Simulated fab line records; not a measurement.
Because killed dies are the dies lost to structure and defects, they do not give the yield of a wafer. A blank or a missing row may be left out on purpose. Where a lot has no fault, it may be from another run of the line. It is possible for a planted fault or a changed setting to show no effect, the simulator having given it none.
fab line records    flow n5_finfet
[record] lots = 24  wafers = 72  last_day = 22
route steps=1938 shown BEOL_M1@825 BEOL_M2@880
lots with no fault: from the same line, run without faults
start_h: the number of hours between the record's first day and the start of the first shown wafer of the lot    wait_h: how many hours have passed since the lot's step before this one    " as in the row above    L1.1+2: one row covering several wafers at once    - either no value or no given start    * or withheld: withheld    < > ~ a bound
route shown NAME@n: a module of which the file shows steps, and the number in the route of the first    usual: the fault-free wafers' mean and standard deviation    same: alike in all rows    chamber/n: place in a boat    sites: the reading at each site    _std_site: the values' standard deviation    _edge_site: outer sites' mean less inner sites'    radius_mm: for every site, how far away it sits from the centre of the wafer    mask NAME#n: copy n    behind: the last tool/chamber to shape the wafer    hold: why the lot was held/for how many hours/how that ended    device: transistor that didn't switch, given as n, p or np    end of line: the tests these same wafers got at the end of their route    a step without rows: its recipe alone    killed: dies lost to structure and defects at the first sort, not the wafer's yield    map: dies across one wafer; x = killed, . = not, _ = none there
set.NAME: the setting the step ran with; set.NAME@STEP: the setting that earlier step ran with    model.NAME: the simulator's own value behind a step, which no gauge read
a sample of lots followed through the steps of the route, with each step as a table and each wafer as a row
services: a tool's chamber out of use, with start hour (start_h, from the record's first day; less than 0 if before it), hours out, and reason
[[steps]]
[step N5_BEOL_M1_ANNEAL_91]
[recipe] temp_c = 400  time_s = 240  ambient = vacuum
[usual] heater_power_w = 805/74
lot.wafer  tool            chamber  start_h  wait_h  heater_power_w
L074.1     pvd_sputter-01  -        137.61   0.0     729
L074.3     "               -        "        "       710
L074.5     "               -        "        "       718
L075.2     pvd_sputter-03  -        138.45   0.0     910
L075.4     "               -        "        "       890
L075.5     "               -        "        "       874
L076.4     pvd_sputter-03  -        157.86   0.0     914
L076.5     "               -        "        "       889
L076.6     "               -        "        "       719
L077.1     pvd_sputter-03  -        160.86   0.0     720
L077.4     "               -        "        "       888
L077.6     "               -        "        "       889
L078.4     pvd_sputter-01  -        164.03   0.1     822
L078.5     "               -        "        "       736
L078.6     "               -        "        "       821
L079.1     pvd_sputter-02  -        177.14   0.0     732
L079.3     "               -        "        "       928
L079.4     "               -        "        "       849
L080.3     pvd_sputter-01  -        180.72   0.0     810
L080.4     "               -        "        "       720
L080.5     "               -        "        "       830
L081.1     pvd_sputter-03  -        182.83   0.0     779
L081.2     "               -        "        "       726
L081.4     "               -        "        "       886
L082.1     pvd_sputter-01  -        189.79   0.0     811
L082.3     "               -        "        "       711
L082.6     "               -        "        "       726
L083.2     pvd_sputter-03  -        194.56   0.0     889
L083.3     "               -        "        "       778
L083.4     "               -        "        "       901
L084.4     pvd_sputter-03  -        196.40   0.0     911
L084.5     "               -        "        "       713
L084.6     "               -        "        "       806
L085.1     pvd_sputter-03  -        198.56   0.0     872
L085.2     "               -        "        "       738
L085.6     "               -        "        "       728
L086.3     pvd_sputter-03  -        201.88   0.0     890
L086.5     "               -        "        "       776
L086.6     "               -        "        "       931
L087.2     pvd_sputter-02  -        210.20   0.0     857
L087.4     "               -        "        "       744
L087.6     "               -        "        "       786
L088.2     pvd_sputter-02  -        213.00   0.0     869
L088.5     "               -        "        "       776
L088.6     "               -        "        "       918
L090.3     pvd_sputter-01  -        224.71   0.0     728
L090.5     "               -        "        "       725
L090.6     "               -        "        "       827
L089.1     pvd_sputter-02  -        233.69   0.0     717
L089.2     "               -        "        "       937
L089.3     "               -        "        "       771
L091.1     pvd_sputter-01  -        238.07   0.0     829
L091.2     "               -        "        "       713
L091.3     "               -        "        "       853
L092.1     pvd_sputter-01  -        246.46   0.0     722
L092.2     "               -        "        "       721
L092.5     "               -        "        "       727
L094.1     pvd_sputter-02  -        246.48   0.0     769
L094.5     "               -        "        "       797
L094.6     "               -        "        "       727
L093.1     pvd_sputter-01  -        256.98   0.0     706
L093.4     "               -        "        "       718
L093.5     "               -        "        "       723
L095.4     pvd_sputter-01  -        258.82   0.0     836
L095.5     "               -        "        "       829
L095.6     "               -        "        "       709
L096.3     pvd_sputter-02  -        270.40   0.0     860
L096.4     "               -        "        "       773
L096.6     "               -        "        "       884
L097.3     pvd_sputter-01  -        298.92   0.0     828
L097.4     "               -        "        "       813
L097.5     "               -        "        "       705
[step N5_BEOL_M2_ETCH_77]
[recipe] chemistry = N2/H2  target = underlayer  target_depth_a = 65  mask_material = CAR-EUV  time_s = 5.2  ion_energy_ev = 200  pressure_mtorr = 30  source_w = 840  bias_w = 150  n2_flow_sccm = 200  h2_flow_sccm = 200  ends = cleared
[usual] bias_w = 150.0/0.42  chamber_pressure_mTorr = 30.00/0.04  drypump_motor_current_A = 5.8/0.44  etch_rf_on_time_s = 5.21/0.078  oes_product_au = 0.67/0.087  rf_vpp_V = 524.9/2.9  showerhead_plenum_p_Torr = 2.57/0.1  throttle_valve_pct = 17.95/0.14
lot.wafer  tool         chamber  start_h  wait_h  bias_w  chamber_pressure_mTorr  drypump_motor_current_A  etch_rf_on_time_s  oes_product_au  rf_hours_counter_h  rf_vpp_V  showerhead_plenum_p_Torr  throttle_valve_pct
L074.1     rie_diel-04  3        141.83   0.0     149.6   30.04                   5.1                      5.25               0.59            220                 527.0     2.61                      18.13
L074.3     "            0        "        "       149.9   29.94                   6.1                      5.28               0.58            245                 519.2     2.41                      18.11
L074.5     "            2        "        "       149.9   30.01                   5.2                      5.22               0.60            -                   524.4     2.51                      17.83
L075.2     rie_diel-05  3        144.01   0.0     150.0   30.03                   6.6                      5.24               0.61            177                 525.4     2.63                      17.89
L075.4     "            0        "        "       150.2   29.97                   6.3                      5.17               0.82            2                   524.4     2.62                      17.85
L075.5     "            0        "        "       149.9   29.90                   6.3                      5.20               0.82            -                   525.7     2.62                      17.88
L076.4     rie_diel-02  1        162.29   0.0     149.0   30.03                   5.8                      5.22               0.64            161                 526.5     2.64                      17.82
L076.5     "            3        "        "       149.3   30.00                   5.7                      5.36               0.64            -                   520.1     2.44                      18.02
L076.6     "            2        "        "       149.6   29.93                   5.7                      5.11               0.69            -                   528.7     2.68                      18.03
L077.1     rie_diel-04  1        166.61   0.0     150.3   30.02                   5.6                      5.16               0.78            35                  523.3     2.49                      17.97
L077.4     "            2        "        "       150.0   29.99                   5.2                      5.20               0.60            -                   521.1     2.51                      17.87
L077.6     "            1        "        "       150.2   30.06                   5.6                      5.19               0.78            -                   524.4     2.49                      17.95
L078.4     rie_diel-05  0        167.74   0.0     149.9   29.95                   6.3                      5.12               0.80            -                   526.1     2.61                      17.89
L078.5     "            3        "        "       150.4   29.99                   6.6                      5.32               0.60            -                   526.3     2.63                      17.94
L078.6     "            2        "        "       150.6   30.02                   5.7                      5.18               0.60            -                   527.9     2.62                      18.18
L079.1     rie_diel-05  3        181.58   0.0     149.2   29.99                   6.6                      5.25               0.60            192                 525.5     2.63                      17.95
L079.3     "            2        "        "       150.7   29.99                   5.8                      5.14               0.60            225                 528.6     2.61                      18.18
L079.4     "            0        "        "       149.9   29.97                   6.3                      5.22               0.78            17                  525.9     2.61                      17.86
L080.3     rie_diel-05  2        185.88   0.0     150.1   30.02                   5.8                      5.16               0.60            226                 527.3     2.61                      18.18
L080.4     "            3        "        "       149.9   30.02                   6.6                      5.26               0.61            193                 525.3     2.63                      17.95
L080.5     "            0        "        "       150.4   29.99                   6.3                      5.17               0.78            -                   526.8     2.61                      17.90
L081.1     rie_diel-04  1        186.73   0.0     149.8   29.96                   5.6                      5.16               0.76            44                  522.1     2.48                      18.01
L081.2     "            0        "        "       150.0   30.01                   6.1                      5.05               0.85            3                   530.2     2.72                      17.74
L081.4     "            3        "        "       149.7   29.98                   5.1                      5.22               0.60            239                 524.7     2.61                      18.17
L082.1     rie_diel-05  0        194.07   0.0     150.4   30.02                   6.3                      5.16               0.79            22                  524.7     2.61                      17.91
L082.3     "            3        "        "       149.7   29.98                   6.6                      5.28               0.60            196                 525.4     2.63                      17.96
L082.6     "            3        "        "       149.5   29.94                   6.6                      5.25               0.59            -                   526.6     2.62                      17.94
L083.2     rie_diel-05  1        199.55   0.0     149.5   30.06                   5.4                      5.16               0.80            8                   526.9     2.73                      17.73
L083.3     "            3        "        "       149.9   30.02                   6.6                      5.24               0.60            198                 524.7     2.62                      17.96
L083.4     "            2        "        "       150.4   30.02                   5.8                      5.15               0.59            230                 525.6     2.61                      18.19
L084.4     rie_diel-02  2        200.57   0.0     150.1   30.06                   5.7                      5.19               0.68            104                 528.9     2.68                      18.05
L084.5     "            3        "        "       149.5   29.99                   5.7                      5.41               0.64            -                   522.4     2.44                      18.03
L084.6     "            0        "        "       150.3   30.00                   5.6                      5.23               0.60            -                   519.0     2.42                      17.82
L085.1     rie_diel-02  3        202.13   0.0     150.1   30.06                   5.6                      5.36               0.64            153                 523.0     2.44                      18.06
L085.2     "            2        "        "       150.2   29.98                   5.7                      5.14               0.69            105                 527.6     2.68                      18.05
L085.6     "            3        "        "       149.9   30.02                   5.6                      5.33               0.65            -                   521.0     2.44                      18.06
L086.3     rie_diel-04  2        205.88   0.0     149.2   30.05                   5.2                      5.30               0.59            222                 522.5     2.50                      17.89
L086.5     "            0        "        "       150.1   29.98                   6.1                      5.12               0.81            -                   527.2     2.72                      17.70
L086.6     "            3        "        "       150.6   29.95                   5.1                      5.29               0.58            -                   526.6     2.60                      18.18
L087.2     rie_diel-04  1        214.50   0.0     149.3   29.92                   5.6                      5.23               0.75            55                  524.3     2.48                      17.98
L087.4     "            2        "        "       149.5   30.01                   5.2                      5.25               0.59            -                   524.8     2.50                      17.89
L087.6     "            0        "        "       149.9   30.04                   6.1                      5.10               0.80            -                   528.3     2.72                      17.73
L088.2     rie_diel-05  1        217.58   0.0     149.2   30.02                   5.4                      5.12               0.79            15                  528.8     2.72                      17.77
L088.5     "            2        "        "       150.5   29.99                   5.8                      5.13               0.60            -                   525.8     2.61                      18.20
L088.6     "            3        "        "       149.6   29.99                   6.6                      5.16               0.60            -                   528.7     2.62                      17.97
L090.3     rie_diel-02  0        228.16   0.0     150.5   29.99                   5.6                      5.27               0.60            208                 518.7     2.42                      17.81
L090.5     "            0        "        "       150.5   30.06                   5.6                      5.21               0.60            -                   518.8     2.42                      17.82
L090.6     "            3        "        "       149.7   29.98                   5.6                      5.39               0.63            -                   520.0     2.43                      18.07
L089.1     rie_diel-04  1        240.49   0.0     149.6   29.92                   5.6                      5.18               0.74            65                  522.5     2.47                      18.03
L089.2     "            0        "        "       149.7   29.99                   6.1                      5.09               0.78            25                  527.9     2.71                      17.77
L089.3     "            2        "        "       150.2   29.92                   5.2                      5.24               0.59            235                 522.8     2.50                      17.93
L091.1     rie_diel-04  3        241.85   0.0     150.3   29.98                   5.1                      5.08               0.85            5                   523.2     2.60                      17.76
L091.2     "            0        "        "       149.5   29.95                   6.1                      5.10               0.77            26                  528.2     2.71                      17.74
L091.3     "            1        "        "       150.0   29.96                   5.5                      5.20               0.74            65                  523.8     2.47                      18.02
L092.1     rie_diel-02  0        251.08   0.0     150.0   30.01                   5.6                      5.16               0.61            216                 519.6     2.41                      17.81
L092.2     "            2        "        "       150.6   30.00                   5.7                      5.18               0.67            121                 525.9     2.67                      18.06
L092.5     "            3        "        "       150.0   30.06                   5.6                      5.36               0.64            -                   522.8     2.43                      18.07
L094.1     rie_diel-05  3        251.27   0.0     149.7   30.04                   6.6                      5.29               0.59            215                 526.1     2.62                      17.98
L094.5     "            0        "        "       149.9   30.06                   6.3                      5.23               0.73            -                   524.6     2.60                      17.93
L094.6     "            3        "        "       149.8   30.00                   6.6                      5.30               0.59            -                   526.9     2.62                      18.01
L093.1     rie_diel-02  0        260.49   0.0     150.4   30.04                   5.6                      5.14               0.60            218                 520.4     2.41                      17.84
L093.4     "            3        "        "       150.2   30.04                   5.6                      5.34               0.63            173                 521.5     2.43                      18.07
L093.5     "            1        "        "       149.9   29.98                   5.8                      5.21               0.62            -                   527.8     2.63                      17.90
L095.4     rie_diel-05  3        262.23   0.0     149.7   29.98                   6.6                      5.17               0.59            -                   525.0     2.61                      17.98
L095.5     "            1        "        "       149.5   30.09                   5.4                      5.21               0.76            -                   528.5     2.72                      17.78
L095.6     "            0        "        "       150.0   30.07                   6.3                      5.18               0.75            -                   526.7     2.60                      17.93
L096.3     rie_diel-02  1        276.07   0.0     150.4   29.99                   5.7                      5.18               0.61            198                 525.1     2.63                      17.89
L096.4     "            3        "        "       149.8   30.05                   5.6                      5.44               0.62            178                 521.4     2.43                      18.08
L096.6     "            0        "        "       149.7   30.00                   5.6                      5.26               0.59            -                   520.1     2.41                      17.81
L097.3     rie_diel-02  2        302.53   0.0     149.6   29.98                   5.7                      5.15               0.66            138                 527.9     2.66                      18.10
L097.4     "            1        "        "       149.4   29.99                   5.8                      5.11               0.61            207                 526.1     2.62                      17.90
L097.5     "            1        "        "       149.8   29.99                   5.7                      5.14               0.61            -                   527.2     2.62                      17.92
[step N5_BEOL_M2_ALD_98]
[recipe] material = SiO2  target_thk_a = 25  temp_c = 100  ald_precursor_family = BDEAS  ald_co_reactant = O2-plasma  pulse_time_s = 1  co_reactant_pulse_time_s = 1  purge_time_s = 2  co_reactant_purge_time_s = 2  ald_cycles = 17  pressure_torr = 2
[usual] chamber_pressure_Torr = 2.000/0.0044  heater_power_w = 79/9.1  precursor_pulse_height_rel = 1.001/0.02
lot.wafer  tool        chamber  start_h  wait_h  chamber_pressure_Torr  heater_power_w  precursor_pulse_height_rel
L074.1     ald_sin-03  1        141.93   0.1     1.998                  69              0.982
L074.3     "           0        "        "       1.998                  75              1.044
L074.5     "           0        "        "       1.999                  73              0.986
L075.2     ald_sin-03  1        144.11   0.1     2.007                  67              1.016
L075.4     "           3        "        "       2.008                  76              0.991
L075.5     "           0        "        "       2.004                  74              1.017
L076.4     ald_sin-01  2        162.39   0.1     1.992                  90              1.021
L076.5     "           3        "        "       2.003                  76              1.018
L076.6     "           0        "        "       2.000                  65              0.994
L077.1     ald_sin-03  3        166.71   0.1     1.999                  78              1.011
L077.4     "           2        "        "       2.005                  99              0.963
L077.6     "           0        "        "       1.990                  75              1.000
L078.4     ald_sin-01  3        167.83   0.0     2.000                  76              0.999
L078.5     "           3        "        "       1.998                  77              0.976
L078.6     "           0        "        "       1.995                  67              1.033
L079.1     ald_sin-01  2        181.96   0.3     1.996                  90              1.013
L079.3     "           0        "        "       2.003                  65              1.032
L079.4     "           3        "        "       2.003                  78              1.008
L080.3     ald_sin-03  1        186.51   0.6     2.007                  67              1.029
L080.4     "           0        "        "       1.997                  73              0.988
L080.5     "           0        "        "       1.995                  73              1.011
L081.1     ald_sin-04  0        186.83   0.1     2.001                  82              1.014
L081.2     "           3        "        "       2.004                  91              0.969
L081.4     "           1        "        "       1.995                  75              0.971
L082.1     ald_sin-01  1        194.35   0.2     2.007                  79              0.995
L082.3     "           3        "        "       2.002                  77              0.976
L082.6     "           0        "        "       2.008                  67              1.018
L083.2     ald_sin-04  0        199.65   0.1     2.002                  81              0.984
L083.3     "           1        "        "       2.003                  75              0.988
L083.4     "           2        "        "       1.996                  71              0.995
L084.4     ald_sin-01  1        200.72   0.1     2.001                  78              1.023
L084.5     "           3        "        "       1.997                  78              1.010
L084.6     "           2        "        "       1.998                  91              1.029
L085.1     ald_sin-04  0        202.23   0.1     1.996                  81              0.999
L085.2     "           3        "        "       2.001                  89              0.983
L085.6     "           0        "        "       2.001                  81              1.004
L086.3     ald_sin-01  1        205.98   0.1     2.008                  78              1.002
L086.5     "           1        "        "       1.999                  78              0.968
L086.6     "           3        "        "       1.993                  79              0.988
L087.2     ald_sin-01  3        214.69   0.1     2.001                  76              1.016
L087.4     "           1        "        "       2.007                  79              1.014
L087.6     "           2        "        "       1.992                  88              0.989
L088.2     ald_sin-04  2        217.77   0.2     2.004                  68              1.038
L088.5     "           2        "        "       2.007                  71              1.005
L088.6     "           1        "        "       1.999                  75              0.957
L090.3     ald_sin-01  0        228.71   0.5     1.997                  67              0.998
L090.5     "           0        "        "       2.000                  67              0.998
L090.6     "           3        "        "       2.001                  77              0.980
L089.1     ald_sin-03  3        240.60   0.1     1.998                  79              1.002
L089.2     "           2        "        "       2.002                  99              1.014
L089.3     "           1        "        "       1.998                  68              0.962
L091.1     ald_sin-01  1        241.95   0.1     2.001                  79              0.989
L091.2     "           0        "        "       2.009                  66              1.038
L091.3     "           3        "        "       1.994                  78              1.005
L092.1     ald_sin-03  0        251.18   0.1     1.997                  72              0.996
L092.2     "           1        "        "       1.999                  69              0.975
L092.5     "           0        "        "       2.004                  74              0.987
L094.1     ald_sin-03  2        251.36   0.1     1.995                  98              1.022
L094.5     "           3        "        "       1.999                  76              1.025
L094.6     "           2        "        "       2.006                  101             1.009
L093.1     ald_sin-03  1        260.59   0.1     2.001                  66              1.001
L093.4     "           3        "        "       2.003                  79              0.972
L093.5     "           3        "        "       2.004                  77              0.987
L095.4     ald_sin-03  1        262.32   0.0     2.000                  70              0.989
L095.5     "           0        "        "       2.002                  75              0.994
L095.6     "           3        "        "       2.004                  78              1.034
L096.3     ald_sin-01  3        276.17   0.1     2.001                  78              0.972
L096.4     "           2        "        "       1.996                  92              0.996
L096.6     "           3        "        "       2.000                  78              0.982
L097.3     ald_sin-04  1        302.63   0.1     1.995                  75              0.989
L097.4     "           2        "        "       2.001                  71              0.988
L097.5     "           3        "        "       2.002                  91              1.007
[step N5_BEOL_M2_ANNEAL_49]
[recipe] temp_c = 400  time_s = 240  ambient = vacuum
[usual] heater_power_w = 790/68
lot.wafer  tool            chamber  start_h  wait_h  heater_power_w
L074.1     pvd_sputter-03  -        153.46   0.0     711
L074.3     "               -        "        "       798
L074.5     "               -        "        "       878
L075.2     pvd_sputter-01  -        157.20   0.0     828
L075.4     "               -        "        "       722
L075.5     "               -        "        "       832
L076.4     pvd_sputter-02  -        170.88   0.0     915
L076.5     "               -        "        "       941
L076.6     "               -        "        "       769
L077.1     pvd_sputter-01  -        171.43   0.0     718
L077.4     "               -        "        "       808
L077.6     "               -        "        "       731
L078.4     pvd_sputter-01  -        176.62   0.0     836
L078.5     "               -        "        "       807
L078.6     "               -        "        "       712
L079.1     pvd_sputter-03  -        185.25   0.0     715
L079.3     "               -        "        "       928
L079.4     "               -        "        "       887
L080.3     pvd_sputter-02  -        195.15   0.0     847
L080.4     "               -        "        "       791
L080.5     "               -        "        "       865
L081.1     pvd_sputter-01  -        200.75   0.0     831
L081.2     "               -        "        "       712
L081.4     "               -        "        "       722
L082.1     pvd_sputter-03  -        208.81   0.0     797
L082.3     "               -        "        "       931
L082.6     "               -        "        "       889
L083.2     pvd_sputter-02  -        241.81   0.0     730
L083.3     "               -        "        "       931
L083.4     "               -        "        "       768
L084.4     pvd_sputter-01  -        242.01   0.0     723
L084.5     "               -        "        "       808
L084.6     "               -        "        "       717
L085.1     pvd_sputter-01  -        253.82   0.0     730
L085.2     "               -        "        "       708
L085.6     "               -        "        "       692
L086.3     pvd_sputter-01  -        269.46   0.0     813
L086.5     "               -        "        "       731
L086.6     "               -        "        "       813
L087.2     pvd_sputter-01  -        281.55   0.0     849
L087.4     "               -        "        "       809
L087.6     "               -        "        "       822
L088.2     pvd_sputter-01  -        283.43   0.0     737
L088.5     "               -        "        "       722
L088.6     "               -        "        "       818
L091.1     pvd_sputter-02  -        284.01   0.0     927
L091.2     "               -        "        "       882
L091.3     "               -        "        "       717
L090.3     pvd_sputter-01  -        289.74   0.0     709
L090.5     "               -        "        "       717
L090.6     "               -        "        "       800
L092.1     pvd_sputter-01  -        292.72   0.0     702
L092.2     "               -        "        "       800
L092.5     "               -        "        "       835
L089.1     pvd_sputter-02  -        294.54   0.0     784
L089.2     "               -        "        "       727
L089.3     "               -        "        "       924
L094.1     pvd_sputter-01  -        295.92   0.0     722
L094.5     "               -        "        "       731
L094.6     "               -        "        "       808
L093.1     pvd_sputter-01  -        304.03   0.0     837
L093.4     "               -        "        "       827
L093.5     "               -        "        "       707
L095.4     pvd_sputter-02  -        304.25   0.0     908
L095.5     "               -        "        "       886
L095.6     "               -        "        "       712
L096.3     pvd_sputter-01  -        316.87   0.0     721
L096.4     "               -        "        "       728
L096.6     "               -        "        "       706
L097.3     pvd_sputter-01  -        324.20   0.0     816
L097.4     "               -        "        "       742
L097.5     "               -        "        "       731
[step N5_BEOL_M2_SPUTTER_92]
[recipe] material = Cu  target_thk_a = 45  temp_c = -20  chamber_pressure_pa = 0.07  power_w = withheld  time_s = 8.29
[usual] chuck_gas_flow_sccm = 1.27/0.053  throttle_valve_pct = 29.6/1
lot.wafer  tool            chamber  start_h  wait_h  chuck_gas_flow_sccm  throttle_valve_pct
L074.1     pvd_sputter-03  -        154.70   0.1     1.29                 27.8
L074.3     "               -        "        "       1.30                 29.5
L074.5     "               -        "        "       1.32                 29.2
L075.2     pvd_sputter-01  -        158.44   0.1     1.31                 28.5
L075.4     "               -        "        "       1.22                 30.1
L075.5     "               -        "        "       1.27                 29.6
L076.4     pvd_sputter-02  -        172.12   0.1     1.24                 31.1
L076.5     "               -        "        "       1.15                 30.9
L076.6     "               -        "        "       1.28                 28.5
L077.1     pvd_sputter-01  -        172.67   0.1     1.28                 30.1
L077.4     "               -        "        "       1.31                 28.2
L077.6     "               -        "        "       1.22                 30.1
L078.4     pvd_sputter-01  -        177.86   0.1     1.32                 29.4
L078.5     "               -        "        "       1.19                 28.3
L078.6     "               -        "        "       1.26                 31.3
L079.1     pvd_sputter-03  -        186.49   0.1     1.23                 27.9
L079.3     "               -        "        "       1.25                 28.7
L079.4     "               -        "        "       1.28                 29.3
L080.3     pvd_sputter-02  -        196.39   0.1     1.29                 30.1
L080.4     "               -        "        "       1.23                 28.5
L080.5     "               -        "        "       1.30                 30.5
L081.1     pvd_sputter-01  -        201.99   0.1     1.31                 29.4
L081.2     "               -        "        "       1.27                 29.9
L081.4     "               -        "        "       1.25                 31.2
L083.2     pvd_sputter-02  -        243.05   0.1     1.22                 28.8
L083.3     "               -        "        "       1.16                 31.0
L083.4     "               -        "        "       1.28                 28.5
L084.4     pvd_sputter-01  -        243.25   0.1     1.20                 30.0
L084.5     "               -        "        "       1.32                 29.5
L084.6     "               -        "        "       1.25                 31.7
L085.1     pvd_sputter-01  -        255.06   0.1     1.26                 30.2
L085.2     "               -        "        "       1.28                 31.3
L085.6     "               -        "        "       1.25                 31.3
L086.3     pvd_sputter-01  -        270.70   0.1     1.24                 29.3
L086.5     "               -        "        "       1.36                 30.1
L086.6     "               -        "        "       1.30                 28.7
L087.2     pvd_sputter-01  -        282.79   0.1     1.36                 29.4
L087.4     "               -        "        "       1.32                 28.6
L087.6     "               -        "        "       1.16                 29.3
L088.2     pvd_sputter-01  -        284.67   0.1     1.32                 30.0
L088.5     "               -        "        "       1.30                 29.9
L088.6     "               -        "        "       1.14                 28.5
L091.1     pvd_sputter-02  -        285.25   0.1     1.28                 31.0
L091.2     "               -        "        "       1.31                 30.1
L091.3     "               -        "        "       1.28                 29.0
L090.3     pvd_sputter-01  -        290.98   0.1     1.27                 31.4
L090.5     "               -        "        "       1.29                 31.4
L090.6     "               -        "        "       1.27                 28.5
L092.1     pvd_sputter-01  -        293.96   0.1     1.21                 31.5
L092.2     "               -        "        "       1.30                 28.5
L092.5     "               -        "        "       1.37                 29.3
L089.1     pvd_sputter-02  -        295.78   0.1     1.30                 28.6
L089.2     "               -        "        "       1.28                 28.8
L089.3     "               -        "        "       1.19                 31.0
L094.1     pvd_sputter-01  -        297.16   0.1     1.32                 29.8
L094.5     "               -        "        "       1.34                 30.0
L094.6     "               -        "        "       1.28                 28.4
L093.1     pvd_sputter-01  -        305.27   0.1     1.30                 29.7
L093.4     "               -        "        "       1.22                 28.6
L093.5     "               -        "        "       1.38                 31.7
L095.4     pvd_sputter-02  -        305.49   0.1     1.31                 31.0
L095.5     "               -        "        "       1.28                 29.8
L095.6     "               -        "        "       1.21                 28.7
L096.3     pvd_sputter-01  -        318.11   0.1     1.29                 31.2
L096.4     "               -        "        "       1.28                 30.2
L096.6     "               -        "        "       1.22                 31.4
L082.1     pvd_sputter-03  -        318.72   0.1     1.25                 29.3
L082.3     "               -        "        "       1.34                 28.7
L082.6     "               -        "        "       1.21                 28.6
L097.3     pvd_sputter-01  -        325.44   0.1     1.30                 29.6
L097.4     "               -        "        "       1.22                 30.0
L097.5     "               -        "        "       1.25                 30.3
[step N5_BEOL_M2_SPUTTER_94]
[recipe] material = Cu  target_thk_a = 45  temp_c = -20  chamber_pressure_pa = 0.07  power_w = withheld  time_s = 8.29
[usual] chuck_gas_flow_sccm = 1.27/0.053  throttle_valve_pct = 29.6/1
lot.wafer  tool            chamber  start_h  wait_h  chuck_gas_flow_sccm  throttle_valve_pct
L074.1     pvd_sputter-03  -        154.92   0.1     1.24                 28.0
L074.3     "               -        "        "       1.30                 29.2
L074.5     "               -        "        "       1.36                 29.0
L075.2     pvd_sputter-01  -        158.66   0.1     1.37                 28.6
L075.4     "               -        "        "       1.28                 30.3
L075.5     "               -        "        "       1.19                 29.4
L076.4     pvd_sputter-02  -        172.34   0.1     1.18                 31.0
L076.5     "               -        "        "       1.25                 30.7
L076.6     "               -        "        "       1.25                 28.5
L077.1     pvd_sputter-01  -        172.89   0.1     1.27                 29.6
L077.4     "               -        "        "       1.26                 28.4
L077.6     "               -        "        "       1.23                 29.9
L078.4     pvd_sputter-01  -        178.08   0.1     1.28                 29.6
L078.5     "               -        "        "       1.26                 28.3
L078.6     "               -        "        "       1.28                 31.6
L079.1     pvd_sputter-03  -        186.71   0.1     1.24                 28.3
L079.3     "               -        "        "       1.44                 28.6
L079.4     "               -        "        "       1.27                 29.3
L080.3     pvd_sputter-02  -        196.61   0.1     1.24                 30.1
L080.4     "               -        "        "       1.33                 28.7
L080.5     "               -        "        "       1.23                 30.2
L081.1     pvd_sputter-01  -        202.21   0.1     1.25                 29.3
L081.2     "               -        "        "       1.27                 30.1
L081.4     "               -        "        "       1.29                 31.6
L083.2     pvd_sputter-02  -        243.27   0.1     1.29                 28.5
L083.3     "               -        "        "       1.16                 31.2
L083.4     "               -        "        "       1.29                 28.8
L084.4     pvd_sputter-01  -        243.47   0.1     1.30                 29.8
L084.5     "               -        "        "       1.29                 29.5
L084.6     "               -        "        "       1.32                 31.3
L085.1     pvd_sputter-01  -        255.28   0.1     1.29                 29.9
L085.2     "               -        "        "       1.26                 31.4
L085.6     "               -        "        "       1.19                 31.2
L086.3     pvd_sputter-01  -        270.92   0.1     1.20                 29.2
L086.5     "               -        "        "       1.20                 30.0
L086.6     "               -        "        "       1.25                 28.4
L087.2     pvd_sputter-01  -        283.01   0.1     1.23                 29.4
L087.4     "               -        "        "       1.23                 28.6
L087.6     "               -        "        "       1.26                 29.6
L088.2     pvd_sputter-01  -        284.89   0.1     1.18                 30.3
L088.5     "               -        "        "       1.18                 30.1
L088.6     "               -        "        "       1.30                 28.6
L091.1     pvd_sputter-02  -        285.47   0.1     1.19                 31.1
L091.2     "               -        "        "       1.29                 30.3
L091.3     "               -        "        "       1.25                 28.7
L090.3     pvd_sputter-01  -        291.20   0.1     1.26                 31.3
L090.5     "               -        "        "       1.17                 31.5
L090.6     "               -        "        "       1.40                 28.3
L092.1     pvd_sputter-01  -        294.18   0.1     1.33                 31.4
L092.2     "               -        "        "       1.25                 28.5
L092.5     "               -        "        "       1.29                 29.5
L089.1     pvd_sputter-02  -        296.00   0.1     1.28                 28.7
L089.2     "               -        "        "       1.25                 28.7
L089.3     "               -        "        "       1.23                 31.2
L094.1     pvd_sputter-01  -        297.38   0.1     1.17                 29.9
L094.5     "               -        "        "       1.25                 29.8
L094.6     "               -        "        "       1.24                 28.8
L093.1     pvd_sputter-01  -        305.49   0.1     1.28                 29.3
L093.4     "               -        "        "       1.25                 28.3
L093.5     "               -        "        "       1.25                 31.4
L095.4     pvd_sputter-02  -        305.71   0.1     1.31                 30.9
L095.5     "               -        "        "       1.31                 29.8
L095.6     "               -        "        "       1.25                 28.7
L096.3     pvd_sputter-01  -        318.33   0.1     1.34                 31.3
L096.4     "               -        "        "       1.31                 29.8
L096.6     "               -        "        "       1.18                 31.4
L082.1     pvd_sputter-03  -        318.94   0.1     1.23                 29.5
L082.3     "               -        "        "       1.40                 28.8
L082.6     "               -        "        "       1.29                 28.8
L097.3     pvd_sputter-01  -        325.66   0.1     1.26                 29.7
L097.4     "               -        "        "       1.27                 29.8
L097.5     "               -        "        "       1.26                 29.9
[[services]]
tool            chamber  start_h  hours  kind
rie_diel-05     0        113.99   -      clean
rie_diel-05     0        113.99   -      consumable_replace:focus_ring
rie_diel-05     0        113.99   24.4   scheduled_down
rie_diel-05     0        113.99   24.4   vent_cycle
ald_sin-03      0        118.27   20.1   repair
pvd_sputter-03  -        118.46   0.5    repair
rie_diel-05     1        126.71   2.8    repair
pvd_sputter-01  -        138.92   4.7    repair
ald_sin-01      3        140.26   2.1    repair
rie_diel-05     2        144.20   3.8    repair
rie_diel-05     1        157.39   -      clean
pvd_sputter-02  -        163.68   5.1    repair
ald_sin-04      1        168.36   12.8   repair
rie_diel-05     -        172.97   2.8    pm
ald_sin-01      0        199.07   7.3    repair
ald_sin-04      -        220.95   0.9    repair
ald_sin-01      1        227.25   4.3    repair
ald_sin-04      1        232.79   7.4    repair
ald_sin-04      2        235.96   2.7    repair
rie_diel-02     -        238.40   0.2    repair
ald_sin-04      3        241.21   4.3    repair
rie_diel-02     0        251.28   2.0    repair
ald_sin-04      -        268.25   14.0   pm
pvd_sputter-03  -        273.75   1.9    repair
[[key]]
fault none
